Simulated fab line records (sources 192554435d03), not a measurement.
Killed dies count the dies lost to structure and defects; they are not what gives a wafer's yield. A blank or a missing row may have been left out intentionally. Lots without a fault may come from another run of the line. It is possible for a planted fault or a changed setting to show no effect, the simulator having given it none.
A single fault, viewed from 2 desks + flow n5Finfet + what lay behind the numbers comes last; until then each desk has only its own

THE METROLOGY DESK
What the gauges read, lot by lot, whatever tool the lot ran on: means of the sampled wafers that have a number. If a lot's mean is further than 4 standard deviations from the usual mean, the lot is out of limits and carries the mark OUT (the distance appears in the brackets). Readings shown: 7 of its 11, picked as those furthest out on some lot.
Columns: A = DIBL_N at N5_BEOL_M4_RC_MEAS_101, usual 35.9 mV/V; B = DIBL_P at N5_BEOL_M4_RC_MEAS_101, usual 35.9 mV/V; C = IOFF_N at N5_BEOL_M4_RC_MEAS_101, usual 0.156 nA/um; D = IOFF_P at N5_BEOL_M4_RC_MEAS_101, usual 0.205 nA/um; E = ION_P at N5_BEOL_M4_RC_MEAS_101, usual 463 uA/um; F = SS_P at N5_BEOL_M4_RC_MEAS_101, usual 73.1 mV/dec; G = VT_P at N5_BEOL_M4_RC_MEAS_101, usual -250.2 mV
| lot  | first seen here | A    | B    | C     | D     | E   | F    | G      |
|------|-----------------|------|------|-------|-------|-----|------|--------|
| L896 | day 8 10:08     | 35.4 | 35.7 | 0.163 | 0.200 | 459 | 73.0 | -252.7 |
| L895 | day 8 12:32     | 36.7 | 36.4 | 0.165 | 0.212 | 459 | 73.5 | -248.4 |
| L900 | day 9 12:55     | 35.8 | 36.5 | 0.149 | 0.236 | 471 | 72.7 | -246.4 |
| L903 | day 10 12:18    | 37.5 | 37.8 | 0.181 | 0.233 | 469 | 73.3 | -249.4 |
| L904 | day 10 13:12    | 35.6 | 35.7 | 0.156 | 0.194 | 463 | 72.7 | -251.5 |
| L907 | day 11 15:46    | 35.0 | 34.4 | 0.156 | 0.188 | 461 | 72.7 | -251.0 |
| L910 | day 12 08:24    | 36.9 | 36.3 | 0.154 | 0.232 | 471 | 73.2 | -246.5 |
| L914 | day 13 05:08    | 38.2 | 37.9 | 0.173 | 0.223 | 461 | 74.1 | -248.9 |
| L913 | day 13 14:26    | 34.1 | 34.9 | 0.137 | 0.181 | 459 | 72.4 | -251.7 |
| L915 | day 14 01:50    | 35.3 | 34.0 | 0.128 | 0.186 | 466 | 72.9 | -249.9 |
Result from this desk: across the 10 lots, nothing is out of limits.

THE DEFECT DESK
Lot by lot, what the route's inspections counted, given as the mean of those sampled wafers with a number. If a lot's mean is further than 4 standard deviations from the usual mean, the lot is out of limits and carries the mark OUT (the distance appears in the brackets).
Columns: A = rawDefectCount at N5_BEOL_M4_INSPECT_59, usual 83
| lot  | first seen here | A   |
|------|-----------------|-----|
| L896 | day 8 10:26     | 84  |
| L895 | day 8 12:50     | 100 |
| L900 | day 9 13:16     | 34  |
| L903 | day 10 12:35    | 65  |
| L904 | day 10 13:29    | 82  |
| L907 | day 11 16:06    | 57  |
| L910 | day 12 08:41    | 97  |
| L914 | day 13 05:25    | 60  |
| L913 | day 13 14:46    | 67  |
| L915 | day 14 02:07    | 71  |
Result from this desk: across the 10 lots, nothing is out of limits.

ALL TOGETHER
Nothing out of limits was seen by the metrology desk.
No out-of-limits result turned up at the defect desk.

WHAT THE SIMULATOR PUT IN
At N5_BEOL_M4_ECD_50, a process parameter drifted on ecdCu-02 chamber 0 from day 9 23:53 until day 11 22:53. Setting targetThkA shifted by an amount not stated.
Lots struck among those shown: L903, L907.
